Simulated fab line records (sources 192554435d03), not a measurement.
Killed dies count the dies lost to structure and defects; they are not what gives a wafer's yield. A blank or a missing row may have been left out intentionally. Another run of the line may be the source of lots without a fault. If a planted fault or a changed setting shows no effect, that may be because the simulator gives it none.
Matching of chambers	flow n5 finfet	4 sister chambers for N5_SD_EPI_P_ETCH_37 on rie diel-02
The step etches SOC in N2/H2, overetch 108 nm, time 486 s. 4 wafers are shown with their chamber, then 7 later ones without.

## WAFERS WITH THEIR CHAMBER
wafer	chamber	showerhead plenum p Torr (Torr)
L090.1	3	2.51
L090.5	1	2.41
L094.1	0	2.62
L094.4	2	2.65

## WAFERS MISSING THEIR CHAMBER
wafer	showerhead plenum p Torr (Torr)
L094.6	2.41
L095.1	2.62
L095.3	2.65
L095.4	2.41
L097.2	2.50
L097.5	2.62
L097.6	2.50

## THE CHAMBER EACH PASSED THROUGH
wafer	from the rows above	in truth
L094.6	1	1
L095.1	0	0
L095.3	2	2
L095.4	1	1
L097.2	3	3
L097.5	0	0
L097.6	3	3
Placed correctly: 7 of 7. Not placeable from these rows: 0. Wrongly placed: 0.
How it was worked out, from the rows above alone: a wafer's distance from a chamber is the root of the sum, over the readings, of the square of ((its reading less the chamber's mean) divided by the reading's scatter). The wafer belongs to the nearest chamber; if the next one is less than 2 further off, it can't be placed. A chamber's mean is the mean of its shown wafers. The scatter: root of mean squared gap, hidden wafer to nearest shown wafer, with one shown wafer a chamber.
